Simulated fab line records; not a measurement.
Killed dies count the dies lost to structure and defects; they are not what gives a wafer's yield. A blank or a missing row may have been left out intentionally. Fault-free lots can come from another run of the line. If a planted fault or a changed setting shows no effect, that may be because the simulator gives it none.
Comparing a struck lot with a sound one + flow nandHarc + 42 out of 1159 route steps
Sound: the wafers L528.1, L528.2, L528.4. Struck: wafer L543.3 (L543.1, L543.6, from the same lot, were not struck and are left out); the cause is given at the end.
Each step with rows lists, per side, the tool, then ch with its chambers, then its first start. Under that, the readings that differ: sound wafers + struck wafers + difference of the means + sigmas: that difference in standard deviations of wafers without a fault.
alike: readings whose means differ by less than 2 such deviations, and words and numbers that are the same on both sides. not compared: withheld readings, readings that some wafer has no value for, bounds like >300 that may hide the same value, and numbers for which the record gives no deviation and whose values overlap.
A row with sigmas, a row that says differs or no value, or rows on one side alone: a step with any of these is where the two part. When numbers do not overlap yet have no deviation, they are printed without sigmas and do not part them. A reading missing from all wafers of one side parts the sides only when that side holds two or more wafers.

NHARC_A_CONTACT_ETCH_51: etches the open film in O2/COS, target depth 3600 nm, time 936 s.
  sound: rieDiel-05 ch 0,1,2; struck: rieDiel-11 ch 0
| reading             | sound    | struck | difference | sigmas |
|---------------------|----------|--------|------------|--------|
| rfHoursCounterH (h) | 12 10 10 | 31     | +20        |        |
  alike: drypumpMotorCurrentA, mfcArSccm, oesProductAu, rfVppV, showerheadPlenumPTorr, throttleValvePct
then, 8 steps without rows for these wafers: NHARC_A_CONTACT_ETCH_111 (etches the open film in C4F8/O2/Ar, time 140 s, target depth 700 nm); NHARC_A_CONTACT_ETCH_112 (etches the open film in C4F8/O2/Ar, time 94 s, target depth 922 nm); NHARC_A_CONTACT_ETCH_113 (etches the open film in C4F8/O2/Ar, time 94 s, target depth 922 nm); NHARC_A_CONTACT_ETCH_114 (etches the open film in C4F8/O2/Ar, time 94 s, target depth 922 nm); NHARC_A_CONTACT_ETCH_115 (etches the open film in C4F8/O2/Ar, time 94 s, target depth 922 nm); NHARC_A_CONTACT_ETCH_116 (etches the open film in C4F8/O2/Ar, time 94 s, target depth 922 nm); NHARC_A_CONTACT_ETCH_117 (etches the open film in C4F8/O2/Ar, time 94 s, target depth 922 nm); NHARC_A_CONTACT_ETCH_118 (etches the open film in C4F8/O2/Ar, time 94 s, target depth 922 nm).
NHARC_A_CONTACT_ETCH_119: etches the open film in C4F8/O2/Ar, time 94 s, target depth 922 nm.
  sound on harCapEtch-03 ch 0,1, day 16 21:16; struck on harCapEtch-01 ch 1, day 20 14:12
  not compared: rfHoursCounterH
NHARC_A_CONTACT_ETCH_120: etches the open film in C4F8/O2/Ar, time 94 s, target depth 922 nm.
  sound on harCapEtch-03 ch 0,1, day 16 21:21; struck on harCapEtch-01 ch 1, day 20 14:17
  not compared: rfHoursCounterH
then, 1 step without rows for these wafers: NHARC_A_CONTACT_ETCH_121 (etches the open film in C4F8/O2/Ar, time 94 s, target depth 922 nm).
NHARC_A_CONTACT_ETCH_122: etches the open film in C4F8/O2/Ar, time 95 s, target depth 930 nm.
  sound on harCapEtch-03 ch 0,1, day 16 21:32; struck on harCapEtch-01 ch 1, day 20 14:29
  not compared: rfHoursCounterH
then, 3 steps without rows for these wafers: NHARC_A_CONTACT_ETCH_123 (etches the open film in C4F8/O2/Ar, time 253 s, target depth 1090 nm); NHARC_A_CONTACT_ETCH_90 (etches the open film in CH3F/O2, target depth 40 nm, time 85.7 s); NHARC_A_CONTACT_ETCH_96 (etches the open film in C4F6/O2, target depth 20 nm, time 10 s).
NHARC_A_CONTACT_CD_MEAS_53:
  sound: cdSem-03 at day 16 22:29; struck: cdSem-01 at day 20 15:24
  alike: cdNm
then, 6 steps without rows for these wafers: NHARC_A_CONTACT_STRIP_99 (strips in N2/H2); NHARC_A_CONTACT_STRIP_100 (strips in CF4/CHF3); NHARC_A_CONTACT_STRIP_101 (strips in O2/COS); NHARC_A_CONTACT_ETCH_102 (etches the open film in CF4/O2, target depth 70 nm, overetch 7 nm, time 38.5 s); NHARC_A_CONTACT_STRIP_55 (strips in O2); NHARC_A_CONTACT_STRIP_56 (strips in post etch residue remover, time 600 s).
NHARC_A_CONTACT_DEP_57: deposits aC, target thk 2800 nm.
  sound on aclDep-01 ch 0, day 16 23:25; struck on aclDep-02 ch 0, day 20 17:06
| reading            | sound | struck | difference                   | sigmas |
|--------------------|-------|--------|------------------------------|--------|
| susceptorTempC (C) | - - - | 400.37 | no value on the sound wafers |        |
  alike: throttleValvePct
then, 11 steps without rows for these wafers: NHARC_A_CONTACT_DEP_58 (deposits SiON, target thk 60 nm); NHARC_A_CONTACT_DEHYDRATE_59 (time 120 s); NHARC_A_CONTACT_HMDS_60 (time 30 s); NHARC_A_CONTACT_COAT_61 (time 75 s); NHARC_A_CONTACT_COAT_62 (time 65 s); NHARC_A_CONTACT_COAT_63 (resist thk 90 nm); NHARC_A_CONTACT_SOFTBAKE_64 (time 55 s); NHARC_A_CONTACT_EBR_65; NHARC_A_CONTACT_EXPOSE_66 (exposes mask A CC 2); NHARC_A_CONTACT_PEB_67 (peb time 65 s); NHARC_A_CONTACT_DEVELOP_68 (develop time 35 s).
NHARC_A_CONTACT_CD_MEAS_69: the cd target is 200 nm.
  sound on cdSem-01 ch 0, day 17 01:58; struck on cdSem-02 ch 0, day 20 19:35
  alike: cdNm
NHARC_A_CONTACT_OVL_MEAS_70:
  sound: overlay-01 at day 17 02:04; struck: overlay-01 at day 20 19:40
  alike: overlayXNm, overlayYNm
then, 3 steps without rows for these wafers: NHARC_A_CONTACT_DESCUM_74 (chemistry O2, time 3 s); NHARC_A_CONTACT_ETCH_75 (etches the open film in CF4, target depth 39 nm, time 65 s); NHARC_A_CONTACT_ETCH_76 (etches the open film in N2/H2, target depth 260 nm, time 475.3 s).
NHARC_A_CONTACT_ETCH_77: etches the open film in CF4/CHF3, target depth 72.6 nm, time 36.3 s.
  sound: rieDiel-05 ch 0,1; struck: rieDiel-05 ch 3
  alike: cf4FlowSccm, drypumpMotorCurrentA, mfcArSccm, oesProductAu, rfVppV, showerheadPlenumPTorr, throttleValvePct
  not compared: rfHoursCounterH
-- the record jumps here: 3 days lie between the struck wafers' starts before and after (it left off in module A_CONTACT and takes up again in module END, whose first step shown is number 1159 of the route) --
NHARC_END_SORT_01:
  here the record holds rows for the struck wafers (prober-01 ch 0, day 23 20:11) but none for the sound ones

## WHERE THEY PART
Last at NHARC_END_SORT_01 as far as this record goes, first at NHARC_A_CONTACT_DEP_57.

WHY: what the simulator had put in
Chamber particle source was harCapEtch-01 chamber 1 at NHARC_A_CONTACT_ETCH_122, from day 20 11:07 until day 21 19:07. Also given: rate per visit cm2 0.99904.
